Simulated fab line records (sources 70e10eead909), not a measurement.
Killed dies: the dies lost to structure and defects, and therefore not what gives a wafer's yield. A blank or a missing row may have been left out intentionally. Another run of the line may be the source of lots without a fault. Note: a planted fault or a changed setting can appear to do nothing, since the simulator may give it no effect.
Which tool did it? | flow nand_harc | 18 wafers from 6 lots sampled at 3 of the route's 1159 steps

WHAT THE GAUGES READ, wafer by wafer
NHARC_P_GATE_CD_MEAS_46 targets a cd of 720 nm.
lot  | measured     | on        | cd_nm (nm)
L678 | day 6 00:50  | cd_sem-03 | 722.5 721.4 723.2
L680 | day 6 17:50  | cd_sem-01 | 720.7 721.8 722.3
L692 | day 9 11:52  | cd_sem-03 | 721.7 721.7 718.7
L693 | day 9 21:23  | cd_sem-03 | 721.8 722.1 720.7
L695 | day 10 13:14 | cd_sem-02 | 720.1 720.4 721.4
L697 | day 11 04:43 | cd_sem-03 | 720.1 718.7 717.4

TOOL THAT RAN EACH LOT (tool first, then ch and the chambers of the sampled wafers, then the start)
lot  | NHARC_P_GATE_ETCH_104              | NHARC_P_GATE_EXPOSE_43
L678 | rie_diel-01 ch 1,2, day 5 12:56    | krf_scanner-04 ch 0, day 6 00:40
L680 | rie_diel-13 ch 0,1,2, day 6 06:08  | krf_scanner-03 ch 0, day 6 17:41
L692 | rie_diel-01 ch 0,1,2, day 8 23:40  | krf_scanner-01 ch 0, day 9 11:42
L693 | rie_diel-01 ch 0,1,3, day 9 09:34  | krf_scanner-01 ch 0, day 9 21:14
L695 | rie_diel-01 ch 0,1,2, day 10 01:32 | krf_scanner-04 ch 0, day 10 13:05
L697 | rie_diel-13 ch 0,2,3, day 10 15:48 | krf_scanner-01 ch 0, day 11 04:34
- NHARC_P_GATE_ETCH_104: etches the open film in CF4/CHF3, target depth 60 nm.
- NHARC_P_GATE_EXPOSE_43: exposes mask P NSD, target cd 720 nm.

THE ANSWER, worked out from the rows above alone
Rule: the lots themselves supply what counts as usual. Put in order of their means at a reading, lots are off if they are a third of the lots or fewer, leave a main group of 4 or more, and stand apart from it by a gap of 3 or more times the standard deviation of the main group's means; of several such gaps the widest counts. The tables above print the reading to a certain number of digits; a main group whose means all agree to those digits is not used. Also off: a lot with no number at a reading for which 4 or more lots have one. Where the step has rows for the other lots, those lots are counted as sound.
Across all readings shown, no lot is off: no conclusion can be drawn from this.

WHAT HAD BEEN PUT IN BY THE SIMULATOR
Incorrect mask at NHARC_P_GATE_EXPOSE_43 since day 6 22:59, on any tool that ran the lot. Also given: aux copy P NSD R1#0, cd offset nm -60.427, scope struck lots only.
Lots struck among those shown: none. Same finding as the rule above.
